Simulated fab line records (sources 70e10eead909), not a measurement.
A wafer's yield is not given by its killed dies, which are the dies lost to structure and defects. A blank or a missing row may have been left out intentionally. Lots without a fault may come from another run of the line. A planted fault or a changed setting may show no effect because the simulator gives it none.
Which tool was responsible? / flow nand harc / 14 lots with 41 wafers sampled at 5 steps, on a route of 1159 steps

WHAT THE GAUGES READ, wafer by wafer
NHARC_A_SLIT_INSPECT_11. Usual: raw defect count 22, standard deviation 9.1.
lot=L317; measured=day 14 09:03; on=defect inspect-01; raw defect count=19 33 20; flag=
lot=L321; measured=day 14 17:16; on=defect inspect-02; raw defect count=27 25 17; flag=
lot=L318; measured=day 14 17:26; on=defect inspect-01; raw defect count=20 18 32; flag=
lot=L320; measured=day 14 17:35; on=defect inspect-02; raw defect count=15 14 16; flag=
lot=L319; measured=day 14 19:14; on=defect inspect-01; raw defect count=18 27 16; flag=
lot=L324; measured=day 16 09:02; on=defect inspect-02; raw defect count=15 8 19; flag=
lot=L325; measured=day 16 15:25; on=defect inspect-01; raw defect count=23 18 27; flag=
lot=L327; measured=day 16 16:50; on=defect inspect-01; raw defect count=22 20; flag=
lot=L332; measured=day 17 17:22; on=defect inspect-02; raw defect count=8 13 15; flag=
lot=L333; measured=day 18 06:43; on=defect inspect-01; raw defect count=42 31 31; flag=
lot=L336; measured=day 18 21:23; on=defect inspect-02; raw defect count=36 35 41; flag=
lot=L334; measured=day 19 04:53; on=defect inspect-02; raw defect count=37 33 20; flag=
lot=L339; measured=day 19 19:55; on=defect inspect-01; raw defect count=19 21 12; flag=
lot=L340; measured=day 20 08:14; on=defect inspect-02; raw defect count=17 19 17; flag=

NHARC_A_SLIT_CD_MEAS_21. Usual: cd nm 289.7 nm, standard deviation 0.79.
lot=L317; measured=day 14 12:41; on=cd sem-01; cd nm (nm)=290.6 289.5 288.8; flag=
lot=L321; measured=day 14 22:24; on=cd sem-02; cd nm (nm)=289.9 289.5 289.8; flag=
lot=L318; measured=day 14 21:04; on=cd sem-01; cd nm (nm)=289.7 290.6 289.1; flag=
lot=L320; measured=day 14 22:45; on=cd sem-03; cd nm (nm)=289.2 289.9 289.3; flag=
lot=L319; measured=day 15 00:04; on=cd sem-01; cd nm (nm)=290.5 290.2 290.9; flag=
lot=L324; measured=day 16 12:29; on=cd sem-02; cd nm (nm)=288.3 288.2 288.2; flag=
lot=L325; measured=day 16 21:34; on=cd sem-02; cd nm (nm)=288.8 288.1 288.4; flag=
lot=L327; measured=day 16 22:04; on=cd sem-01; cd nm (nm)=291.3 289.5; flag=
lot=L332; measured=day 18 00:35; on=cd sem-03; cd nm (nm)=289.0 288.2 289.4; flag=
lot=L333; measured=day 18 10:10; on=cd sem-01; cd nm (nm)=289.1 288.7 288.7; flag=
lot=L336; measured=day 19 02:09; on=cd sem-01; cd nm (nm)=289.4 290.7 290.4; flag=
lot=L334; measured=day 19 11:11; on=cd sem-01; cd nm (nm)=289.9 291.1 290.0; flag=
lot=L339; measured=day 20 00:46; on=cd sem-03; cd nm (nm)=289.6 290.0 289.7; flag=
lot=L340; measured=day 20 11:41; on=cd sem-03; cd nm (nm)=290.6 289.7 290.6; flag=

NHARC_A_WL_FILL_INSPECT_15. Usual: raw defect count 388, standard deviation 100.
lot=L317; measured=day 16 03:56; on=defect inspect-02; raw defect count=340 374 385; flag=
lot=L321; measured=day 16 10:32; on=defect inspect-01; raw defect count=325 255 246; flag=
lot=L318; measured=day 16 10:23; on=defect inspect-02; raw defect count=476 309 391; flag=
lot=L320; measured=day 16 14:38; on=defect inspect-02; raw defect count=368 455 415; flag=
lot=L319; measured=day 16 16:07; on=defect inspect-02; raw defect count=254 325 248; flag=
lot=L324; measured=day 18 00:30; on=defect inspect-01; raw defect count=301 190 294; flag=
lot=L325; measured=day 18 13:21; on=defect inspect-02; raw defect count=402 362 482; flag=
lot=L327; measured=day 18 08:37; on=defect inspect-01; raw defect count=399 382; flag=
lot=L332; measured=day 19 15:41; on=defect inspect-02; raw defect count=577 487 608; flag=
lot=L333; measured=day 20 01:44; on=defect inspect-02; raw defect count=457 395 394; flag=
lot=L336; measured=day 20 16:56; on=defect inspect-02; raw defect count=229 261 203; flag=
lot=L334; measured=day 21 00:17; on=defect inspect-01; raw defect count=435 552 339; flag=
lot=L339; measured=day 21 17:02; on=defect inspect-01; raw defect count=415 548 364; flag=
lot=L340; measured=day 22 03:08; on=defect inspect-01; raw defect count=260 334 327; flag=

NHARC_END_SORT_01. Usual: killed at array 27, standard deviation 8; killed at other 0.8, standard deviation 1.2; killed at periphery 3.3, standard deviation 2.3; killed dies 31, standard deviation 8.8; killed open 3.2, standard deviation 2.1; killed short 2.1, standard deviation 1.4.
lot=L327; measured=day 21 23:02; on=prober-01; killed at array=23; killed at other=0; killed at periphery=5; killed dies=28; killed open=1; killed short=1; flag=

TOOL THAT RAN EACH LOT (tool first, then ch and the chambers of the sampled wafers, then the start)
lot=L317; NHARC_A_WL_FILL_ETCHBACK_17=rie metal-03 ch 0,1, day 15 16:45
lot=L321; NHARC_A_WL_FILL_ETCHBACK_17=rie metal-01 ch 0,1, day 15 23:18
lot=L318; NHARC_A_WL_FILL_ETCHBACK_17=rie metal-03 ch 0,1, day 15 23:11
lot=L320; NHARC_A_WL_FILL_ETCHBACK_17=rie metal-02 ch 1, day 15 23:16
lot=L319; NHARC_A_WL_FILL_ETCHBACK_17=rie metal-02 ch 0,1, day 16 03:03
lot=L324; NHARC_A_WL_FILL_ETCHBACK_17=rie metal-01 ch 0,1, day 17 11:06
lot=L325; NHARC_A_WL_FILL_ETCHBACK_17=rie metal-01 ch 0,1, day 17 22:16
lot=L327; NHARC_A_WL_FILL_ETCHBACK_17=rie metal-01 ch 0,1, day 17 19:07
lot=L332; NHARC_A_WL_FILL_ETCHBACK_17=rie metal-02 ch 0,1, day 19 00:10
lot=L333; NHARC_A_WL_FILL_ETCHBACK_17=rie metal-03 ch 0,1, day 19 10:05
lot=L336; NHARC_A_WL_FILL_ETCHBACK_17=rie metal-02 ch 0,1, day 20 04:28
lot=L334; NHARC_A_WL_FILL_ETCHBACK_17=rie metal-03 ch 0,1, day 20 12:03
lot=L339; NHARC_A_WL_FILL_ETCHBACK_17=rie metal-02 ch 0,1, day 21 04:19
lot=L340; NHARC_A_WL_FILL_ETCHBACK_17=rie metal-03 ch 0,1, day 21 13:34
- NHARC_A_WL_FILL_ETCHBACK_17: etches the open film in Cl2/BCl3, target depth 4 nm, time 26.7 s.

AS READ BY THE TOOLS THEMSELVES (means over the sampled wafers that have a number; for cases with no such wafer, the mark the record gives instead)
NHARC_A_WL_FILL_ETCHBACK_17. Usual: drypump motor current A 5.7 A, standard deviation 0.35; oes product au 0.999 a.u., standard deviation 0.0068; run length s 48.0 s, standard deviation 0.52.
lot=L317; tool=rie metal-03; drypump motor current A (A)=5.9; oes product au (a.u.)=0.997; run length s (s)=47.7; flag=
lot=L321; tool=rie metal-01; drypump motor current A (A)=5.6; oes product au (a.u.)=1.001; run length s (s)=47.7; flag=
lot=L318; tool=rie metal-03; drypump motor current A (A)=5.8; oes product au (a.u.)=0.996; run length s (s)=48.4; flag=
lot=L320; tool=rie metal-02; drypump motor current A (A)=6.1; oes product au (a.u.)=0.995; run length s (s)=47.9; flag=
lot=L319; tool=rie metal-02; drypump motor current A (A)=5.3; oes product au (a.u.)=1.000; run length s (s)=48.4; flag=
lot=L324; tool=rie metal-01; drypump motor current A (A)=5.6; oes product au (a.u.)=1.000; run length s (s)=45.5; flag=OFF
lot=L325; tool=rie metal-01; drypump motor current A (A)=5.6; oes product au (a.u.)=0.996; run length s (s)=45.6; flag=OFF
lot=L327; tool=rie metal-01; drypump motor current A (A)=5.6; oes product au (a.u.)=0.995; run length s (s)=46.2; flag=OFF
lot=L332; tool=rie metal-02; drypump motor current A (A)=5.3; oes product au (a.u.)=0.992; run length s (s)=48.2; flag=
lot=L333; tool=rie metal-03; drypump motor current A (A)=5.8; oes product au (a.u.)=0.995; run length s (s)=48.3; flag=
lot=L336; tool=rie metal-02; drypump motor current A (A)=5.7; oes product au (a.u.)=0.999; run length s (s)=48.1; flag=
lot=L334; tool=rie metal-03; drypump motor current A (A)=5.8; oes product au (a.u.)=0.992; run length s (s)=48.2; flag=
lot=L339; tool=rie metal-02; drypump motor current A (A)=5.7; oes product au (a.u.)=0.996; run length s (s)=48.1; flag=
lot=L340; tool=rie metal-03; drypump motor current A (A)=5.8; oes product au (a.u.)=0.997; run length s (s)=48.3; flag=

THE ANSWER, worked out from the rows above alone
Rule: a lot counts as off when the mean over its wafers that have a number is more than 3 standard deviations away from the usual mean. Also off: a lot with no number at a reading for which 4 or more lots have one. All remaining lots with rows at the step are treated as sound. Order of review: gauges by route order, followed by the tools' own readings, for which a lot's mean as printed above is used. The first step at which some lot is off is used, and at that step the reading that is off furthest; a lot without a number counts as furthest.
Off: L324, L325, L327, at NHARC_A_WL_FILL_ETCHBACK_17 (run length s).
A tool fits if, at that step or a process step before it, it ran every lot that is off, and no sound lot after the first of them. One candidate fits, namely rie metal-01 at NHARC_A_WL_FILL_ETCHBACK_17. Its last sound lot is L321 (day 15 23:18), its first lot that is off L324 (day 17 11:06): a fault that began between those two fits.
The tool's own readings at NHARC_A_WL_FILL_ETCHBACK_17 bear it out: on the lots that are off they differ by more than 5 times the standard deviation of the sound lots' means. run length s reads 45.8 s there against 48.1 s on the sound lots.

WHAT THE SIMULATOR HAD INSERTED
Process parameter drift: rie metal-01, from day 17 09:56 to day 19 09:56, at NHARC_A_WL_FILL_ETCHBACK_17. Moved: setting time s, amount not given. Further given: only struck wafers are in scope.
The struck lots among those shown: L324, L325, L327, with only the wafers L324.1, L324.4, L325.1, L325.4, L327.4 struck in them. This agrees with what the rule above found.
